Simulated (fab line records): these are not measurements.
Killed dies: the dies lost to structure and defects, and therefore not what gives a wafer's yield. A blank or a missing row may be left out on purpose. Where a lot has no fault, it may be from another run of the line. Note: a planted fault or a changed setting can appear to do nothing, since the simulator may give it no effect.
Matching of chambers	flow n5-finfet	4 sister chambers for N5_BEOL_M11_STRIP_36 on rie-diel-05
The step strips in N2/H2. 16 wafers are shown with their chamber, then 8 later ones without.

== WAFERS, EACH WITH ITS CHAMBER ==
wafer	chamber	showerhead-plenum-p-Torr (Torr)	throttle-valve-pct (%)	oes-product-au (a.u.)
L078.1	0	2.53	23.2	0.76
L078.4	2	2.49	23.9	0.99
L078.6	1	2.70	23.7	0.91
L076.4	2	2.49	23.9	0.99
L076.5	1	2.70	23.7	0.91
L076.6	0	2.53	23.2	0.76
L083.1	3	2.63	23.4	0.72
L083.2	0	2.52	23.2	0.74
L083.6	2	2.49	23.9	0.94
L087.3	2	2.49	24.0	0.91
L087.5	2	2.48	23.9	0.93
L087.6	1	2.69	23.7	0.87
L089.1	0	2.51	23.2	0.73
L089.4	2	2.48	24.0	0.90
L089.6	1	2.69	23.7	0.86
L092.1	3	2.62	23.5	0.69

SIGNATURES (means of the wafers above)
reading	chamber 0	chamber 1	chamber 2	chamber 3	scatter within a chamber
showerhead-plenum-p-Torr	2.5225	2.6950	2.4867	2.6250	0.00682
throttle-valve-pct	23.200	23.700	23.933	23.450	0.0391
oes-product-au	0.7475	0.8875	0.9433	0.7050	0.0299
Rule: distance of a wafer from a chamber = root of the sum over the readings of ((wafer's reading minus chamber's mean) / reading's scatter) squared. The wafer belongs to the nearest chamber; if the next one is less than 2 further off, it can't be placed. The scatter is the square root of a quotient: the sum, over the shown wafers, of each reading's squared deviation from its chamber's mean, divided by wafers minus chambers.

== WAFERS WITH NO CHAMBER GIVEN ==
wafer	showerhead-plenum-p-Torr (Torr)	throttle-valve-pct (%)	oes-product-au (a.u.)
L092.3	2.69	23.8	0.86
L092.6	2.48	24.0	0.88
L095.2	2.62	23.5	0.71
L095.3	2.51	23.2	0.72
L095.6	2.62	23.5	0.71
L097.3	2.48	24.0	0.89
L097.4	2.62	23.5	0.70
L097.6	2.69	23.8	0.83

== CHAMBER TAKEN BY EACH ==
wafer	from the rows above	in truth
L092.3	1	1
L092.6	2	2
L095.2	3	3
L095.3	0	0
L095.6	3	3
L097.3	2	2
L097.4	3	3
L097.6	1	1
8 of 8 placed correctly. From these rows, 0 cannot be placed. Placed wrongly: 0.
